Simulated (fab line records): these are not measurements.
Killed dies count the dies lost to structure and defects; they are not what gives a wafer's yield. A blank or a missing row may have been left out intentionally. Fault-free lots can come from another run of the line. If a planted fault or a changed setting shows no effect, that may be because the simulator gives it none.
Problem report in the 8D (eight disciplines) form, filled by code    flow n5Finfet    the parts of the form that need people (team, actions taken, sign-off) are left out

== 1. WHAT IS WRONG ==
Wafers without a fault read 223, standard deviation 70; rawDefectCount at N5_FIN_SAQP_INSPECT_40 reads a mean of 785 on 3 wafers belonging to 2 lots. That is +8.0 standard deviations from the usual mean.
The step: inspects for defects (brightfield).
Earliest sighting: wafer L729.3 on defectInspect-02 at day 4 21:07. At this step, 24 wafers from 8 lots have a number in the record. Rule for "out", or "out of limits": more than 4 standard deviations from the usual mean. The other wafers with a number count as sound.

== 2. WHAT IT IS AND WHAT IT IS NOT ==
question                     is                                  is not
which readings at this step  rawDefectCount                      -
which lots                   L729, L730                          L723, L726, L728, L738, L740, L741
which wafers of those lots   L729.3, L729.6, L730.6              L729.5, L730.1, L730.5
read on which gauges         defectInspect-01, defectInspect-02  -
when                         from day 4 21:07                    up to then (10 sound wafers); but 11 sound wafers of L730, L738, L740, L741 came after

== 3. SUSPECTS, AND WHAT RULES EACH OUT ==
Counting: any tool at a process step up to the reading remains a suspect provided it ran every lot that is out. Sound lots after the first of them don't rule it out here, since some wafers of a struck lot are sound.
- the gauge at N5_FIN_SAQP_INSPECT_40 has been ruled out. The wafers that are out were read on 2 gauges (defectInspect-01, defectInspect-02).
- aldSin-02 at N5_FIN_SAQP_SPACER2_ALD_28 (deposits SiO2, target thk 8.1 nm, pulse time 1 s, purge time 2 s): kept. Ran every lot that is out, first one L729 (day 4 19:59); last sound lot up to then L728 (day 4 13:50).
- rieDiel-06 at N5_FIN_SAQP_STRIP_77 (strips in N2/H2, time 90 s): kept. Ran every lot that is out, first one L729 (day 4 20:41); last sound lot up to then L723 (day 3 09:07).
- In aldSin-02 at N5_FIN_SAQP_SPACER2_ALD_28, the wafers that are out were processed in chamber 2 and their sound lot-mates in chambers 1, 3.
- Within rieDiel-06 at N5_FIN_SAQP_STRIP_77: the wafers that are out ran in chambers 2, 3; their sound lot-mates ran in chamber 1.
The count leaves rieDiel-06 at N5_FIN_SAQP_STRIP_77 and aldSin-02 at N5_FIN_SAQP_SPACER2_ALD_28.

== 4. THE CAUSE (what the simulator had put in) ==
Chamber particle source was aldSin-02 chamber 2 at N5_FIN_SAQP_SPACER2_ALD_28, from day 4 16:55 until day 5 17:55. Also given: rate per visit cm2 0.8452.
This tool is one of the 2 suspects left after counting.

== 5. THE CHAIN OF EFFECTS, in route order ==
Each row: a reading where the mean over the struck wafers with a number is more than 3 standard deviations away from the usual. Scope: only readings with a usual standard deviation given in the record; hours: median across lots of the time from each lot's start at the first step in this table that gives one to its start at this step; sigmas: change in usual standard deviations.
hours  step                     reading              usual   on struck wafers  change  sigmas
0      N5_FIN_SAQP_INSPECT_40   rawDefectCount       223     785               +562    +8.0
0      N5_FIN_CUT_INSPECT_10    rawDefectCount       42      582               +540    +49
2      N5_FIN_CUT_INSPECT_17    rawDefectCount       228     797               +569    +8.3
244    N5_PASSIVATION_PROBE_49  defectLimitedYield   91.3 %  85.6              -5.7    -4.0
244    N5_PASSIVATION_PROBE_49  killedAtFrontEnd     40      117               +77     +7.0
244    N5_PASSIVATION_PROBE_49  killedDies           103     169               +66     +4.1
244    N5_PASSIVATION_PROBE_49  killedOnRim          13      28                +15     +4.2
244    N5_PASSIVATION_PROBE_49  sort_bin_5_function  5.1 %   8.3               +3.2    +3.3
244    N5_PASSIVATION_PROBE_49  sortNPass            1077    1011              -66     -4.1
244    N5_PASSIVATION_PROBE_49  sortYieldPct         91.3 %  85.6              -5.7    -4.0
The process steps in it:
- N5_PASSIVATION_PROBE_49
Later measuring or inspecting steps at which every struck wafer that the step has a row for has a number for every such reading, and none has moved that far: N5_BEOL_M4_RC_MEAS_101.

== 6. WHAT WOULD HAVE CAUGHT IT SOONER ==
The first out-of-limits reading at a measuring or inspecting step in this record came at day 4 21:07, 4 hours after the fault's start at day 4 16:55.
No tool reading at N5_FIN_SAQP_SPACER2_ALD_28 that has a usual standard deviation in the record was out on any struck wafer, so an alarm limit of 4 standard deviations on those readings would not have fired.
Among the 2 lots that are out, L730 began N5_FIN_SAQP_SPACER2_ALD_28 on aldSin-02 after day 4 21:07. A tool hold placed at that time would have kept it from harm.
